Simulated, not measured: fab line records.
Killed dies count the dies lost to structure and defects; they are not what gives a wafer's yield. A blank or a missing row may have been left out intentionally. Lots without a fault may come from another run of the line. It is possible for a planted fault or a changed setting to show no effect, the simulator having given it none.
Chamber matching || flow n5_finfet || N5_BEOL_M7_ALD_77 on ald_metal-02 has 4 sister chambers
The step deposits TaN, target thk 2 nm, pulse time 2 s, purge time 3 s. 8 wafers are shown with their chamber, then 9 later ones without.

== WAFERS, EACH WITH ITS CHAMBER ==
{"wafer": "L075.3", "chamber": 1, "heater_power_outer_w (W)": 193, "heater_power_w (W)": 375}
{"wafer": "L075.5", "chamber": 1, "heater_power_outer_w (W)": 200, "heater_power_w (W)": 373}
{"wafer": "L077.2", "chamber": 0, "heater_power_outer_w (W)": 235, "heater_power_w (W)": 450}
{"wafer": "L080.2", "chamber": 0, "heater_power_outer_w (W)": 241, "heater_power_w (W)": 440}
{"wafer": "L080.5", "chamber": 3, "heater_power_outer_w (W)": 250, "heater_power_w (W)": 472}
{"wafer": "L084.2", "chamber": 3, "heater_power_outer_w (W)": 248, "heater_power_w (W)": 485}
{"wafer": "L084.3", "chamber": 2, "heater_power_outer_w (W)": 157, "heater_power_w (W)": 305}
{"wafer": "L084.6", "chamber": 2, "heater_power_outer_w (W)": 159, "heater_power_w (W)": 318}

== WAFERS MISSING THEIR CHAMBER ==
{"wafer": "L093.2", "heater_power_outer_w (W)": 188, "heater_power_w (W)": 384}
{"wafer": "L093.4", "heater_power_outer_w (W)": 239, "heater_power_w (W)": 430}
{"wafer": "L093.6", "heater_power_outer_w (W)": 241, "heater_power_w (W)": 448}
{"wafer": "L096.1", "heater_power_outer_w (W)": 237, "heater_power_w (W)": 444}
{"wafer": "L096.2", "heater_power_outer_w (W)": 157, "heater_power_w (W)": 314}
{"wafer": "L096.6", "heater_power_outer_w (W)": 244, "heater_power_w (W)": 442}
{"wafer": "L097.2", "heater_power_outer_w (W)": 247, "heater_power_w (W)": 458}
{"wafer": "L097.3", "heater_power_outer_w (W)": 244, "heater_power_w (W)": 453}
{"wafer": "L097.5", "heater_power_outer_w (W)": 254, "heater_power_w (W)": 470}

== EACH ONE'S CHAMBER ==
{"wafer": "L093.2", "from the rows above": 1, "in truth": 1}
{"wafer": "L093.4", "from the rows above": 0, "in truth": 0}
{"wafer": "L093.6", "from the rows above": 0, "in truth": 0}
{"wafer": "L096.1", "from the rows above": 0, "in truth": 0}
{"wafer": "L096.2", "from the rows above": 2, "in truth": 2}
{"wafer": "L096.6", "from the rows above": 0, "in truth": 0}
{"wafer": "L097.2", "from the rows above": "can't be placed: 3 or 0", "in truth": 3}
{"wafer": "L097.3", "from the rows above": "can't be placed: 0 or 3", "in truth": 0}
{"wafer": "L097.5", "from the rows above": 3, "in truth": 3}
Correctly placed: 7 of 9. Not placeable from these rows: 2 (in 2, the candidates include the true chamber). 0 placed wrongly.
How it was worked out, from the rows above alone: a wafer's distance from a chamber is the root of the sum, over the readings, of the square of ((its reading less the chamber's mean) divided by the reading's scatter). The wafer belongs to the nearest chamber; if the next one is less than 2 further off, it can't be placed. A chamber's mean is the mean of its shown wafers. How the scatter is found: for the shown wafers, subtract from each reading the mean of its chamber, square and add these, divide the total by (wafers less chambers), then take the root.
